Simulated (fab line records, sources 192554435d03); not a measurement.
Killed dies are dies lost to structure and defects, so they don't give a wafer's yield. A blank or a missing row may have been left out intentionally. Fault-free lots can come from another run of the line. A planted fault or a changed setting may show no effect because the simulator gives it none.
Matching of chambers    flow n5_finfet    N5_BEOL_M9_ETCH_62 on rie_diel-06 has 4 sister chambers
The step etches SOC in N2/H2, target depth 110 nm, overetch 22 nm, time 165 s. 4 wafers are shown with their chamber, then 7 later ones without.

== WAFERS PAIRED WITH THEIR CHAMBERS ==
wafer   chamber  drypump_motor_current_A (A)
L084.1  1        5.5
L084.3  3        5.3
L090.2  2        6.2
L090.4  0        5.6

== WAFERS WITHOUT THEIR CHAMBER ==
wafer   drypump_motor_current_A (A)
L090.5  5.7
L091.1  6.2
L091.4  5.5
L091.6  5.5
L092.1  5.2
L092.4  6.2
L092.5  5.5

== EACH ONE'S CHAMBER ==
wafer   from the rows above      in truth
L090.5  can't be placed: 0 or 1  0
L091.1  2                        2
L091.4  can't be placed: 1 or 0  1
L091.6  can't be placed: 1 or 0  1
L092.1  3                        3
L092.4  2                        2
L092.5  can't be placed: 1 or 0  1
Correct placement for 3 of the 7. From these rows, 4 cannot be placed; in 4 the true chamber is one of the candidates. Number placed wrongly: 0.
How it was worked out, from the rows above alone: a wafer's distance from a chamber is the root of the sum, over the readings, of the square of ((its reading less the chamber's mean) divided by the reading's scatter). If the next closest chamber is less than 2 further off than the closest, the wafer can't be placed; otherwise it belongs to the closest. Each chamber's mean is taken over the wafers shown for it. The scatter: with one shown wafer a chamber, the root of the mean of the squares of how far each hidden wafer lies from its nearest shown one.
